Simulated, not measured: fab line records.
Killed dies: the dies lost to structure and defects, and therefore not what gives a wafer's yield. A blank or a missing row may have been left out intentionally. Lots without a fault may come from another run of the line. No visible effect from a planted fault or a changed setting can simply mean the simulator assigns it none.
Matching of chambers    flow nand-harc    NHARC_P_M0_STRIP_18 on rie-diel-05 has 4 sister chambers
The step strips in N2/H2. 16 wafers are shown with their chamber, then 8 later ones without.

## WAFERS WITH THEIR CHAMBER
wafer   chamber  showerhead-plenum-p-Torr (Torr)  oes-product-au (a.u.)  rf-vpp-V (V)
L077.1  0        2.02                             1.023                  91.3
L077.4  3        2.14                             0.996                  93.2
L077.6  2        1.92                             1.011                  90.3
L078.1  3        2.14                             0.985                  91.7
L078.3  1        2.04                             1.031                  91.4
L078.5  2        1.92                             1.011                  89.9
L079.4  2        1.92                             1.009                  91.1
L079.5  1        2.04                             1.023                  90.2
L079.6  0        2.02                             1.008                  90.1
L085.1  0        2.02                             1.006                  90.7
L085.2  3        2.13                             0.998                  91.7
L085.6  2        1.92                             1.020                  89.7
L087.3  2        1.92                             1.013                  88.8
L087.4  3        2.13                             0.990                  90.7
L087.5  3        2.13                             0.995                  91.8
L093.3  0        2.02                             0.982                  91.0

SIGNATURES (means of the wafers above)
reading                   chamber 0  chamber 1  chamber 2  chamber 3  scatter within a chamber
showerhead-plenum-p-Torr  2.0200     2.0400     1.9200     2.1340     0.00316
oes-product-au            1.00475    1.02700    1.01280    0.99280    0.00948
rf-vpp-V                  90.775     90.800     89.960     91.820     0.792
Rule: distance of a wafer from a chamber = root of the sum over the readings of ((wafer's reading minus chamber's mean) / reading's scatter) squared. The wafer belongs to the nearest chamber; if the next one is less than 2 further off, it can't be placed. How the scatter is found: for the shown wafers, subtract from each reading the mean of its chamber, square and add these, divide the total by (wafers less chambers), then take the root.

## WAFERS WITHOUT THEIR CHAMBER
wafer   showerhead-plenum-p-Torr (Torr)  oes-product-au (a.u.)  rf-vpp-V (V)
L093.5  1.91                             1.008                  91.0
L093.6  2.04                             1.011                  91.4
L095.2  2.04                             1.019                  91.4
L095.4  2.02                             0.994                  91.2
L095.5  2.02                             0.987                  89.2
L097.3  2.04                             1.015                  89.5
L097.4  2.02                             1.003                  90.6
L097.6  2.04                             1.020                  90.9

## WHICH CHAMBER EACH ONE RAN IN
wafer   from the rows above  in truth
L093.5  2                    2
L093.6  1                    1
L095.2  1                    1
L095.4  0                    0
L095.5  0                    0
L097.3  1                    1
L097.4  0                    0
L097.6  1                    1
Correctly placed: 8 of 8. Not placeable from these rows: 0. Placed wrongly: 0.
